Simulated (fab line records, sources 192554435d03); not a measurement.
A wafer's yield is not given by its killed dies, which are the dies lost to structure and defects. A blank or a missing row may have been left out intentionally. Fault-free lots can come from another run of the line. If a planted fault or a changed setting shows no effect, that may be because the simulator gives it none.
Which tool was responsible? -- flow n5_finfet -- 23 lots, 69 wafers sampled, at 4 steps of a route of 1938

WHAT EACH GAUGE READ, for each wafer
N5_BEOL_M8_INSPECT_58: inspects for defects (darkfield).
lot,measured,on,raw_defect_count
L074,day 10 08:24,defect_inspect-02,90 89 97
L076,day 10 13:32,defect_inspect-01,69 59 53
L079,day 10 21:29,defect_inspect-02,69 41 41
L078,day 11 06:20,defect_inspect-01,116 103 111
L081,day 11 19:57,defect_inspect-01,50 37 45
L082,day 11 20:31,defect_inspect-01,58 69 62
L077,day 12 04:59,defect_inspect-02,68 83 68
L080,day 12 05:17,defect_inspect-02,79 88 68
L083,day 12 16:14,defect_inspect-02,88 94 51
L084,day 12 17:33,defect_inspect-02,130 49 73
L085,day 13 03:25,defect_inspect-02,57 79 66
L086,day 13 07:23,defect_inspect-02,43 98 65
L088,day 13 09:12,defect_inspect-02,118 87 68
L087,day 13 14:48,defect_inspect-02,72 88 93
L089,day 14 06:43,defect_inspect-02,71 61 130
L090,day 14 07:28,defect_inspect-02,50 68 73
L091,day 14 16:02,defect_inspect-02,57 72 86
L092,day 14 19:44,defect_inspect-02,65 42 64
L094,day 15 05:16,defect_inspect-02,45 89 79
L095,day 15 05:23,defect_inspect-01,76 57 56
L093,day 15 05:41,defect_inspect-02,54 31 66
L096,day 15 07:08,defect_inspect-02,43 55 37
L097,day 15 10:51,defect_inspect-02,114 78 58

N5_BEOL_M9_OVL_MEAS_29.
lot,measured,on,V8_OVL (nm)
L074,day 10 12:50,overlay-02,1.0 -0.2 0.0
L076,day 10 18:01,overlay-02,-0.2 -0.7 -0.4
L079,day 11 02:56,overlay-01,0.4 0.3 1.3
L078,day 11 12:41,overlay-02,0.1 0.5 0.8
L081,day 12 01:40,overlay-02,-0.8 -0.5 -0.6
L082,day 12 01:42,overlay-01,-0.3 -0.8 0.1
L077,day 12 11:16,overlay-02,1.2 1.0 -0.1
L080,day 12 11:22,overlay-02,-0.3 -0.4 -0.7
L083,day 12 21:51,overlay-02,0.7 0.7 0.4
L084,day 12 21:53,overlay-01,-0.1 0.3 -0.2
L085,day 13 07:03,overlay-01,0.9 0.6 -0.2
L086,day 13 11:11,overlay-01,-0.3 -0.2 -1.0
L088,day 13 13:12,overlay-02,0.7 0.3 -0.6
L087,day 13 18:21,overlay-02,-0.5 -1.1 -0.5
L089,day 14 12:29,overlay-01,0.4 -0.4 0.2
L090,day 14 12:32,overlay-02,-0.2 1.2 -0.4
L091,day 14 22:19,overlay-01,-0.6 -0.2 -0.5
L092,day 15 00:10,overlay-01,0.2 0.0 0.4
L094,day 15 09:16,overlay-02,0.7 1.2 1.0
L095,day 15 09:44,overlay-02,-0.3 0.4 0.2
L093,day 15 09:41,overlay-01,-0.2 -0.1 0.6
L096,day 15 10:17,overlay-02,-0.9 -1.0 -0.6
L097,day 15 14:06,overlay-02,-0.1 -0.1 -0.3

WHICH TOOL RAN EACH LOT (tool, then ch and the chambers of the sampled wafers, then the start)
lot,N5_BEOL_M9_DESCUM_16,N5_BEOL_M9_ETCH_62
L074,"rie_diel-01 ch 1,2, day 10 11:40","rie_diel-01 ch 1,2, day 10 11:45"
L076,"rie_diel-06 ch 0,2,3, day 10 16:41","rie_diel-06 ch 0,2,3, day 10 16:47"
L079,"rie_diel-06 ch 0,1, day 11 00:07","rie_diel-06 ch 0,1, day 11 00:12"
L078,"rie_diel-02 ch 2,3, day 11 09:20","rie_diel-02 ch 2,3, day 11 09:26"
L081,"rie_diel-01 ch 0,2,3, day 11 22:32","rie_diel-01 ch 0,2,3, day 11 22:37"
L082,"rie_diel-02 ch 1,2,3, day 11 22:53","rie_diel-02 ch 1,2,3, day 11 22:59"
L077,"rie_diel-06 ch 0,1,3, day 12 08:29","rie_diel-06 ch 0,1,3, day 12 08:34"
L080,"rie_diel-01 ch 1,2,3, day 12 08:48","rie_diel-01 ch 1,2,3, day 12 08:53"
L083,"rie_diel-01 ch 0,1,2, day 12 19:55","rie_diel-01 ch 0,1,2, day 12 20:01"
L084,"rie_diel-06 ch 0,1,3, day 12 20:33","rie_diel-06 ch 0,1,3, day 12 20:38"
L085,"rie_diel-01 ch 1,2,3, day 13 06:08","rie_diel-01 ch 1,2,3, day 13 06:13"
L086,"rie_diel-02 ch 0,1,3, day 13 10:17","rie_diel-02 ch 0,1,3, day 13 10:23"
L088,"rie_diel-01 ch 0,1,2, day 13 11:25","rie_diel-01 ch 0,1,2, day 13 11:30"
L087,"rie_diel-01 ch 0,1,3, day 13 17:05","rie_diel-01 ch 0,1,3, day 13 17:10"
L089,"rie_diel-02 ch 1,2, day 14 10:07","rie_diel-02 ch 1,2, day 14 10:12"
L090,"rie_diel-06 ch 0,2, day 14 10:15","rie_diel-06 ch 0,2, day 14 10:20"
L091,"rie_diel-06 ch 1,2, day 14 19:33","rie_diel-06 ch 1,2, day 14 19:38"
L092,"rie_diel-06 ch 1,2,3, day 14 23:20","rie_diel-06 ch 1,2,3, day 14 23:26"
L094,"rie_diel-01 ch 1,3, day 15 08:10","rie_diel-01 ch 1,3, day 15 08:16"
L095,"rie_diel-01 ch 0,1,3, day 15 08:26","rie_diel-01 ch 0,1,3, day 15 08:31"
L093,"rie_diel-02 ch 2,3, day 15 08:31","rie_diel-02 ch 2,3, day 15 08:35"
L096,"rie_diel-02 ch 0,2,3, day 15 08:47","rie_diel-02 ch 0,2,3, day 15 08:53"
L097,"rie_diel-01 ch 0,3, day 15 12:28","rie_diel-01 ch 0,3, day 15 12:32"
- N5_BEOL_M9_DESCUM_16: chemistry O2, time 7.9 s.
- N5_BEOL_M9_ETCH_62: etches SOC in N2/H2, target depth 110 nm, overetch 22 nm, time 165 s.

WHAT THE TOOLS THEMSELVES READ (means of the sampled wafers that have a number; where no wafer has one, the mark that the record gives instead)
N5_BEOL_M9_DESCUM_16.
lot,tool,drypump_motor_current_A (A),oes_product_au (a.u.),rf_vpp_V (V),showerhead_plenum_p_Torr (Torr),throttle_valve_pct (%)
L074,rie_diel-01,5.6,0.75,242.1,2.01,20.29
L076,rie_diel-06,5.7,0.79,243.4,2.10,20.74
L079,rie_diel-06,5.5,0.78,243.5,2.08,20.27
L078,rie_diel-02,6.2,0.78,242.5,2.12,20.49
L081,rie_diel-01,6.1,0.79,243.3,2.06,20.39
L082,rie_diel-02,6.0,0.83,243.2,2.09,20.54
L077,rie_diel-06,5.5,0.77,242.8,2.10,20.48
L080,rie_diel-01,5.8,0.74,242.1,2.03,20.43
L083,rie_diel-01,5.9,0.79,242.0,2.04,20.29
L084,rie_diel-06,5.5,0.76,243.2,2.10,20.49
L085,rie_diel-01,5.8,0.73,241.4,2.03,20.43
L086,rie_diel-02,5.7,0.85,242.7,2.05,20.47
L088,rie_diel-01,5.9,0.78,242.6,2.04,20.29
L087,rie_diel-01,6.0,0.77,242.1,2.01,20.26
L089,rie_diel-02,5.9,0.84,243.0,2.07,20.59
L090,rie_diel-06,5.8,0.82,243.2,2.07,20.76
L091,rie_diel-06,5.7,0.71,242.3,2.08,20.38
L092,rie_diel-06,5.6,0.70,242.7,2.10,20.58
L094,rie_diel-01,5.7,0.71,241.8,1.98,20.31
L095,rie_diel-01,6.0,0.76,241.4,2.00,20.29
L093,rie_diel-02,6.1,0.71,244.0,2.12,20.60
L096,rie_diel-02,5.8,0.75,243.0,2.08,20.53
L097,rie_diel-01,6.2,0.76,241.6,2.02,20.40

N5_BEOL_M9_ETCH_62.
lot,tool,drypump_motor_current_A (A),oes_product_au (a.u.),rf_vpp_V (V),showerhead_plenum_p_Torr (Torr),throttle_valve_pct (%)
L074,rie_diel-01,5.6,0.64,522.7,2.46,17.74
L076,rie_diel-06,5.7,0.66,523.1,2.53,17.98
L079,rie_diel-06,5.5,0.66,522.7,2.52,17.54
L078,rie_diel-02,6.2,0.66,525.6,2.58,17.99
L081,rie_diel-01,6.2,0.68,522.6,2.48,17.72
L082,rie_diel-02,6.0,0.70,525.5,2.56,18.05
L077,rie_diel-06,5.5,0.66,525.0,2.54,17.77
L080,rie_diel-01,5.8,0.63,521.6,2.46,17.81
L083,rie_diel-01,5.9,0.67,521.1,2.47,17.70
L084,rie_diel-06,5.5,0.65,523.7,2.54,17.80
L085,rie_diel-01,5.8,0.62,520.9,2.46,17.82
L086,rie_diel-02,5.7,0.71,523.0,2.50,17.95
L088,rie_diel-01,5.9,0.66,521.5,2.47,17.71
L087,rie_diel-01,6.0,0.66,520.4,2.43,17.57
L089,rie_diel-02,5.9,0.71,524.0,2.53,18.14
L090,rie_diel-06,5.8,0.68,522.9,2.48,17.87
L091,rie_diel-06,5.7,0.59,523.4,2.52,17.73
L092,rie_diel-06,5.6,0.60,523.7,2.54,17.95
L094,rie_diel-01,5.7,0.61,520.5,2.41,17.67
L095,rie_diel-01,6.0,0.65,521.2,2.42,17.59
L093,rie_diel-02,6.1,0.61,525.2,2.59,18.08
L096,rie_diel-02,5.8,0.64,524.4,2.54,17.98
L097,rie_diel-01,6.2,0.65,519.6,2.43,17.63

THE ANSWER, worked out from the rows above alone
Rule: the usual values come from the lots themselves. The widest of any qualifying gaps counts: lots, ordered by their means at a reading, are off when they make up no more than a third of the lots, leave a main group of 4 or more, and stand apart from it by 3 or more times the standard deviation of that group's means. A main group is skipped when, at the precision printed for the reading in the tables above, its means are all equal. A lot without any number at a reading at which 4 lots or more have one is off too. All remaining lots with rows at the step are treated as sound. The gauges are gone through in route order, then the tools' own readings, and for those a lot's mean is taken as printed above. At the first step where some lot is off, the reading lying furthest off is the one used; lots without a number count as furthest.
Nothing can be told from this: no lot is off at any reading shown.

WHAT THE SIMULATOR HAD PUT IN
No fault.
